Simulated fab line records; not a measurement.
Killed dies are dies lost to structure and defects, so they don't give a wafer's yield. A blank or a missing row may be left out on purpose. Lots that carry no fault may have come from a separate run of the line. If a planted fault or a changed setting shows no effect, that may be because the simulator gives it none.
Chamber matching    flow n5 finfet    N5_BEOL_M7_CURE_75 on uv cure-02 has 3 sister chambers
The step cures SiCOH lowk, time 120 s. 3 wafers are shown with their chamber, then 10 later ones without.

WAFERS PAIRED WITH THEIR CHAMBERS
wafer   chamber  wafer_temp_C_max
L079.5  2        370.8
L082.3  0        370.9
L085.4  1        371.5

WAFERS WITHOUT THEIR CHAMBER
wafer   wafer_temp_C_max
L085.5  371.3
L090.2  371.2
L090.5  371.5
L090.6  371.5
L093.2  371.5
L093.4  370.9
L093.5  371.1
L096.2  370.8
L096.4  371.2
L096.5  371.0

WHICH CHAMBER EACH WENT THROUGH
wafer    from the rows above            in truth
L085.5   can't be placed: 1 or 0 or 2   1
L090.2   can't be placed: 0 or 1 or 2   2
L090.5   1                              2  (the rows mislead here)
L090.6   1                              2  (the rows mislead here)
L093.2   1                              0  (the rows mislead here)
L093.4   can't be placed: 0 or 2        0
L093.5   can't be placed: 0 or 2 or 1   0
L096.2   can't be placed: 2 or 0        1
L096.4   can't be placed: 0 or 1 or 2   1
L096.5   can't be placed: 0 or 2        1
0 of 10 placed correctly. Not placeable from these rows: 7 (in 5, the candidates include the true chamber). Number placed wrongly: 3.
How it was worked out, from the rows above alone: a wafer's distance from a chamber is the root of the sum, over the readings, of the square of ((its reading less the chamber's mean) divided by the reading's scatter). If the next closest chamber is less than 2 further off than the closest, the wafer can't be placed; otherwise it belongs to the closest. The mean given for a chamber averages the wafers shown for that chamber. The scatter (one wafer shown for each chamber): square how far every hidden wafer sits from the nearest shown wafer, average those squares and take the square root.
